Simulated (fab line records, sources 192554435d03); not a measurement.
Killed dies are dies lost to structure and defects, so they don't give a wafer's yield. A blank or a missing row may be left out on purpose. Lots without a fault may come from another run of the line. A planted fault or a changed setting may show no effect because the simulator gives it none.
Which tool did it? | flow n5_finfet | 12 lots, 36 wafers sampled, at 1 step of a route of 1938

WHAT THE GAUGES READ, wafer by wafer
N5_FIN_SAQP_INSPECT_18: inspects for defects (brightfield).
lot  | measured    | on                | raw_defect_count
L075 | day 2 03:26 | defect_inspect-02 | 294 334 388
L077 | day 2 15:42 | defect_inspect-01 | 581 673 396
L079 | day 3 04:32 | defect_inspect-01 | 218 311 309
L081 | day 3 15:57 | defect_inspect-01 | 427 536 370
L083 | day 4 05:18 | defect_inspect-01 | 309 297 390
L085 | day 4 16:23 | defect_inspect-01 | 454 555 609
L087 | day 5 06:11 | defect_inspect-01 | 427 416 443
L089 | day 5 17:53 | defect_inspect-01 | 330 306 431
L091 | day 6 04:13 | defect_inspect-01 | 388 426 358
L093 | day 6 16:13 | defect_inspect-02 | 332 300 293
L095 | day 7 04:30 | defect_inspect-02 | 458 402 337
L097 | day 7 18:14 | defect_inspect-01 | 498 358 434

WHICH TOOL RAN EACH LOT (tool, then ch and the chambers of the sampled wafers, then the start)
The record holds no process step before these readings.

THE ANSWER, worked out from the rows above alone
Rule: what is usual is taken from the lots themselves. Put in order of their means at a reading, lots are off if they are a third of the lots or fewer, leave a main group of 4 or more, and stand apart from it by a gap of 3 or more times the standard deviation of the main group's means; of several such gaps the widest counts. A main group whose means are all the same, to the digits that the tables above print for the reading, isn't used. A lot without any number at a reading at which 4 lots or more have one is off too. The other lots that the step has rows for count as sound.
No lot is off at any reading shown: from this, nothing can be told.

WHAT THE SIMULATOR HAD PUT IN
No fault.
